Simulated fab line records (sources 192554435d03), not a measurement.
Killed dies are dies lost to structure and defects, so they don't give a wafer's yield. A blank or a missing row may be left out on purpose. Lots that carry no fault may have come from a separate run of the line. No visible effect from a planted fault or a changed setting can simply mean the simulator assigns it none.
Struck lot and sound lot, side by side    flow n5-finfet    18 out of 1938 route steps
Sound: these wafers, L567.2, L567.4, L567.6. The struck wafers were L578.1, L578.2, L578.3. The cause is given at the end.
Order at every step that has rows: each side's tool, ch and its chambers, its first start. Under that, the readings that differ: sound wafers    struck wafers    difference of the means    sigmas: that difference in standard deviations of wafers without a fault.
alike: same words and numbers on both sides, and readings whose means sit less than 2 such deviations apart. not compared: any withheld reading, any reading some wafer has no value for, any bound like >300 that may hide the same value, and any number with overlapping values for which the record gives no deviation.
The two part at a step that has a row with sigmas, a row that says differs or no value, or rows on one side only. Numbers that don't overlap but have no deviation are shown without sigmas and don't part them. A reading that every wafer of one side lacks parts them only if that side has two wafers or more.

N5_PASSIVATION_AL_ETCH_33: etches Al in Cl2/BCl3, stops on TaN, target depth 2800 nm, time 466.7 s.
  sound on rie-metal-03 ch 0,1, day 13 07:10; struck on rie-metal-02 ch 0,1, day 15 07:09
  alike: bias-w, drypump-motor-current-A, oes-product-au, throttle-valve-pct
  not compared: rf-hours-counter-h
N5_PASSIVATION_ETCH_59: etches TaN in Cl2/BCl3, target depth 65 nm, time 34.9 s.
  sound on rie-metal-03 ch 0,1, day 13 07:34; struck on rie-metal-02 ch 0,1, day 15 07:33
  alike: bias-w, drypump-motor-current-A, oes-product-au, throttle-valve-pct
  not compared: rf-hours-counter-h
N5_PASSIVATION_STRIP_34: strips in O2.
  sound on rie-diel-03 ch 0,1,3, day 13 07:41; struck on rie-diel-05 ch 0,1,3, day 15 07:40
  alike: drypump-motor-current-A, oes-product-au, rf-vpp-V, showerhead-plenum-p-Torr, temp-c, throttle-valve-pct
  not compared: rf-hours-counter-h
then, 4 steps without rows for these wafers: N5_PASSIVATION_STRIP_51 (strips in post etch residue remover, time 1200 s); N5_PASSIVATION_CLEAN_69 (cleans in IPA, time 180 s); N5_PASSIVATION_SRD_70 (time 30 s); N5_PASSIVATION_PECVD_53 (deposits SiO2 from TEOS/O2, target thk 800 nm, time 169.4 s).
N5_PASSIVATION_PECVD_35: deposits SiNx from SiH4/NH3/N2, target thk 700 nm, time 151.3 s.
  sound on pecvd-03 ch 0,2, day 13 08:17; struck on pecvd-03 ch 0,1,2, day 15 08:17
  alike: heater-power-w, showerhead-plenum-p-Torr, showerhead-vpp-V, throttle-valve-pct
then, 4 steps without rows for these wafers: N5_PASSIVATION_HMDS_37 (time 60 s); N5_PASSIVATION_COAT_38; N5_PASSIVATION_EBR_40; N5_PASSIVATION_SOFTBAKE_39 (time 120 s).
N5_PASSIVATION_EXPOSE_41: exposes mask PASS OPEN, defocus 0 nm, target cd 40000 nm.
  sound on krf-scanner-01 ch 0, day 13 08:33; struck on krf-scanner-02 ch 0, day 15 08:40
reading               sound              struck             difference  sigmas
exposure-dose-mJ-cm2  57.09 57.18 57.24  59.64 59.59 59.66  +2.46       +40
  alike: mask
then, 3 steps without rows for these wafers: N5_PASSIVATION_PEB_42; N5_PASSIVATION_DEVELOP_43 (develop time 60 s); N5_PASSIVATION_HARDBAKE_45 (time 120 s).
N5_PASSIVATION_CD_MEAS_44 targets a cd of 40000 nm.
  sound on cd-sem-03 ch 0, day 13 08:43; struck on cd-sem-01 ch 0, day 15 08:50
reading     sound              struck             difference  sigmas
cd-nm (nm)  39993 39998 40000  40015 40010 40011  +15         +6
N5_PASSIVATION_OVL_MEAS_66:
  sound on overlay-01 ch 0, day 13 08:45; struck on overlay-01 ch 0, day 15 08:52
  alike: PASS_OPEN_OVL

== WHERE THEY PART ==
Last at N5_PASSIVATION_CD_MEAS_44 as far as this record goes, first at N5_PASSIVATION_EXPOSE_41. Later steps at which nothing parts them and some readings are alike: N5_PASSIVATION_OVL_MEAS_66.

WHY: what the simulator had put in
Drift in process parameters on krf-scanner-02 at N5_PASSIVATION_EXPOSE_41, starting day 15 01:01. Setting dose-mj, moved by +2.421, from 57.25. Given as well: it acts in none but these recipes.
